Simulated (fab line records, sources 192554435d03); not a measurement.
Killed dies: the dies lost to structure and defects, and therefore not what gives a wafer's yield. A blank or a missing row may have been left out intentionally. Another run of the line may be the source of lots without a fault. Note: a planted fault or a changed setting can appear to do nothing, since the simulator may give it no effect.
Which tool did it?	flow n5Finfet	10 lots, 30 wafers sampled, at 5 steps of a route of 1938

== WHAT THE GAUGES SHOWED, per wafer ==
N5_WELL_APT_CD_MEAS_08: target cd 200 nm.
lot	measured	on	cdNm (nm)
L157	day 1 19:44	cdSem-02	200.3 201.1 200.6
L161	day 2 19:50	cdSem-03	198.2 198.9 199.8
L163	day 3 07:49	cdSem-01	200.0 198.3 200.2
L168	day 4 13:46	cdSem-03	201.1 200.0 203.0
L172	day 5 13:41	cdSem-02	202.8 202.2 201.6
L173	day 5 19:50	cdSem-01	202.8 204.1 203.2
L174	day 6 01:37	cdSem-03	201.3 201.1 202.3
L176	day 6 13:58	cdSem-02	198.6 203.2 200.1
L178	day 7 02:15	cdSem-01	202.1 201.7 203.3
L179	day 7 07:37	cdSem-01	201.7 199.5 200.4

N5_BEOL_M4_RC_MEAS_101.
lot	measured	on	DIBL_N (mV/V)	DIBL_P (mV/V)	IOFF_N (nA/um)	IOFF_P (nA/um)	ION_N (uA/um)	ION_P (uA/um)	RS_NWELL (ohm/sq)	SS_N (mV/dec)	SS_P (mV/dec)	VT_N (mV)	VT_P (mV)
L157	day 8 10:36	prober-01	38.6 37.0 36.2	39.1 37.7 36.8	0.22 0.19 0.18	0.26 0.24 0.22	692 684 683	468 467 464	1031 1031 1034	71.6 71.2 71.8	73.7 73.8 73.9	248 246 245	-250 -248 -250
L161	day 9 23:21	prober-02	34.2 31.3 34.5	32.2 29.9 33.6	0.12 0.10 0.13	0.14 0.12 0.16	656 651 661	450 447 454	1041 1027 1050	71.6 70.8 70.8	72.6 72.2 72.6	253 254 250	-257 -256 -257
L163	day 10 01:41	prober-01	38.6 36.6 37.7	39.9 37.6 38.0	0.24 0.20 0.22	0.29 0.25 0.26	697 680 693	474 462 470	1043 1047 1037	72.4 71.6 72.3	74.3 73.6 73.6	242 245 245	-245 -248 -248
L168	day 11 05:12	prober-01	37.9 37.9 35.4	39.9 39.9 36.6	0.20 0.20 0.16	0.28 0.29 0.24	682 694 678	468 481 470	1040 1037 1040	72.1 72.4 71.5	74.6 73.7 73.3	244 245 248	-246 -246 -248
L172	day 12 05:36	prober-01	37.9 37.9 36.9	38.1 37.8 36.9	0.19 0.19 0.17	0.26 0.26 0.23	691 697 681	474 472 464	1035 1042 1041	72.3 72.0 71.6	73.6 73.1 73.2	248 245 248	-245 -245 -249
L173	day 12 15:52	prober-02	34.0 35.0 33.0	35.0 35.1 33.5	0.12 0.13 0.11	0.19 0.19 0.17	664 669 653	466 453 459	1138 1136 1132	70.8 71.7 70.2	73.1 73.5 72.1	256 253 256	-253 -253 -252
L174	day 14 00:33	prober-01	33.4 39.1 38.7	32.6 40.0 39.9	0.12 0.22 0.21	0.18 0.32 0.30	668 695 685	465 480 468	1136 1142 1147	70.8 72.0 72.5	72.4 74.7 74.8	254 245 247	-252 -243 -247
L176	day 13 21:14	prober-02	38.0 38.9 38.2	38.2 39.1 38.4	0.18 0.20 0.18	0.23 0.27 0.23	675 683 682	462 470 469	1029 1025 1037	71.4 72.0 72.5	74.1 74.2 74.7	250 248 248	-248 -247 -247
L178	day 13 23:46	prober-01	39.8 35.9 35.3	39.3 36.6 35.1	0.24 0.17 0.15	0.29 0.23 0.21	696 690 669	470 464 467	1031 1038 1035	72.4 71.0 71.4	74.2 72.5 72.7	243 247 251	-246 -247 -252
L179	day 14 05:08	prober-01	34.0 35.2 35.9	33.6 34.5 34.8	0.12 0.14 0.15	0.18 0.19 0.19	669 666 673	459 456 456	1031 1036 1023	71.1 71.7 71.7	73.0 73.5 72.7	253 252 250	-252 -254 -253

== EACH LOT AND THE TOOL THAT RAN IT (in order: tool; ch and the chambers of the sampled wafers; start) ==
lot	N5_WELL_APT_IMPLANT_14	N5_WELL_APT_RTA_34	N5_PMOS_HMC_CHANNEL_EPI_DESCUM_14
L157	implanter-02 ch 0, day 1 19:56	rtpAnneal-01 ch 0, day 1 22:08	rieDiel-05 ch 0,2, day 1 23:32
L161	implanter-02 ch 0, day 2 20:04	rtpAnneal-02 ch 0, day 2 22:20	rieDiel-05 ch 0,2, day 3 00:16
L163	implanter-01 ch 0, day 3 08:01	rtpAnneal-02 ch 0, day 3 09:56	rieDiel-05 ch 2,3, day 3 11:12
L168	implanter-02 ch 0, day 4 13:57	rtpAnneal-01 ch 0, day 4 16:04	rieDiel-06 ch 1,2,3, day 4 17:47
L172	implanter-02 ch 0, day 5 14:26	rtpAnneal-02 ch 0, day 5 16:46	rieDiel-05 ch 1,2,3, day 5 18:13
L173	implanter-02 ch 0, day 5 20:13	rtpAnneal-02 ch 0, day 5 22:01	rieDiel-05 ch 0,1,2, day 5 23:25
L174	implanter-02 ch 0, day 6 03:08	rtpAnneal-02 ch 0, day 6 05:44	rieDiel-03 ch 1,2, day 6 07:34
L176	implanter-01 ch 0, day 6 14:12	rtpAnneal-02 ch 0, day 6 15:58	rieDiel-03 ch 0,1,2, day 6 17:13
L178	implanter-01 ch 0, day 7 02:28	rtpAnneal-01 ch 0, day 7 04:22	rieDiel-06 ch 0,1,3, day 7 06:11
L179	implanter-01 ch 0, day 7 07:50	rtpAnneal-02 ch 0, day 7 10:22	rieDiel-05 ch 1,2,3, day 7 11:57
- N5_WELL_APT_IMPLANT_14
- N5_WELL_APT_RTA_34: time 10 s.
- N5_PMOS_HMC_CHANNEL_EPI_DESCUM_14: chemistry O2, time 7.9 s.

== WHAT THE TOOLS THEMSELVES READ (means of the sampled wafers that have a number; where no wafer has one, the mark that the record gives instead) ==
N5_WELL_APT_IMPLANT_14.
lot	tool	doseIonsCm2	faradayCurrentUA
L157	implanter-02	1.5016e+13	186
L161	implanter-02	1.5005e+13	193
L163	implanter-01	1.5020e+13	191
L168	implanter-02	1.5005e+13	190
L172	implanter-02	1.4966e+13	194
L173	implanter-02	1.2697e+13	162
L174	implanter-02	1.2698e+13	158
L176	implanter-01	1.4972e+13	191
L178	implanter-01	1.4997e+13	192
L179	implanter-01	1.5009e+13	194

N5_WELL_APT_RTA_34.
lot	tool	lampPowerPct (%)	wafer_temp_C_max
L157	rtpAnneal-01	13.03	1003.1
L161	rtpAnneal-02	13.03	1003.6
L163	rtpAnneal-02	13.00	1004.5
L168	rtpAnneal-01	13.00	1004.3
L172	rtpAnneal-02	13.05	1004.4
L173	rtpAnneal-02	13.01	1002.9
L174	rtpAnneal-02	13.00	1004.8
L176	rtpAnneal-02	12.97	1002.3
L178	rtpAnneal-01	12.96	1002.9
L179	rtpAnneal-02	12.99	1004.7

N5_PMOS_HMC_CHANNEL_EPI_DESCUM_14.
lot	tool	drypumpMotorCurrentA (A)	oesProductAu (a.u.)	rfVppV (V)	showerheadPlenumPTorr (Torr)	throttleValvePct (%)
L157	rieDiel-05	5.78	0.72	243.9	2.10	20.23
L161	rieDiel-05	5.78	0.72	242.6	2.09	20.24
L163	rieDiel-05	5.93	0.71	242.2	2.04	20.52
L168	rieDiel-06	5.70	0.82	243.8	2.11	20.34
L172	rieDiel-05	5.88	0.81	243.9	2.10	20.54
L173	rieDiel-05	5.88	0.72	243.0	2.10	20.51
L174	rieDiel-03	6.14	0.80	244.8	2.20	20.09
L176	rieDiel-03	5.88	0.87	245.5	2.19	20.16
L178	rieDiel-06	5.79	0.79	243.5	2.09	20.29
L179	rieDiel-05	5.86	0.78	243.9	2.09	20.57

== THE ANSWER, worked out from the rows above alone ==
Rule: usual is defined by the lots themselves. Put in order of their means at a reading, lots are off if they are a third of the lots or fewer, leave a main group of 4 or more, and stand apart from it by a gap of 3 or more times the standard deviation of the main group's means; of several such gaps the widest counts. A main group is skipped when, at the precision printed for the reading in the tables above, its means are all equal. A lot without any number at a reading at which 4 lots or more have one is off too. All remaining lots with rows at the step are treated as sound. After the gauges, taken in route order, come the tools' own readings; for these a lot's mean is taken, as printed above. The first step at which some lot is off is used, and at that step the reading that is off furthest; a lot without a number counts as furthest.
Off: L173, L174, at N5_BEOL_M4_RC_MEAS_101 (RS_NWELL). The main group has a mean of 1036 ohm/sq with a standard deviation of 4.4.
If a tool, at a process step before that reading, ran all the lots that are off and no sound lot after the first of them, it fits. Not tried: the gauges at N5_BEOL_M4_RC_MEAS_101; whatever is off there is also off at N5_WELL_APT_IMPLANT_14, on other tools, and gauge error can't account for it. One candidate fits, namely implanter-02 at N5_WELL_APT_IMPLANT_14. Its last sound lot is L172 (day 5 14:26), its first lot that is off L173 (day 5 20:13): a fault that began between those two fits.
The tool's own readings at N5_WELL_APT_IMPLANT_14 bear it out: on the lots that are off they differ by more than 5 times the standard deviation of the sound lots' means. doseIonsCm2 reads 1.2698e+13 there against 1.4999e+13 on the sound lots; faradayCurrentUA reads 160 there against 191 on the sound lots.

== WHAT HAD BEEN PUT IN BY THE SIMULATOR ==
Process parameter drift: implanter-02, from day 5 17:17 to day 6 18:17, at N5_WELL_APT_IMPLANT_14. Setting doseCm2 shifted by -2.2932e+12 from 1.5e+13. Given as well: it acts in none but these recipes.
Shown lots that were struck: L173, L174. This agrees with what the rule above found.
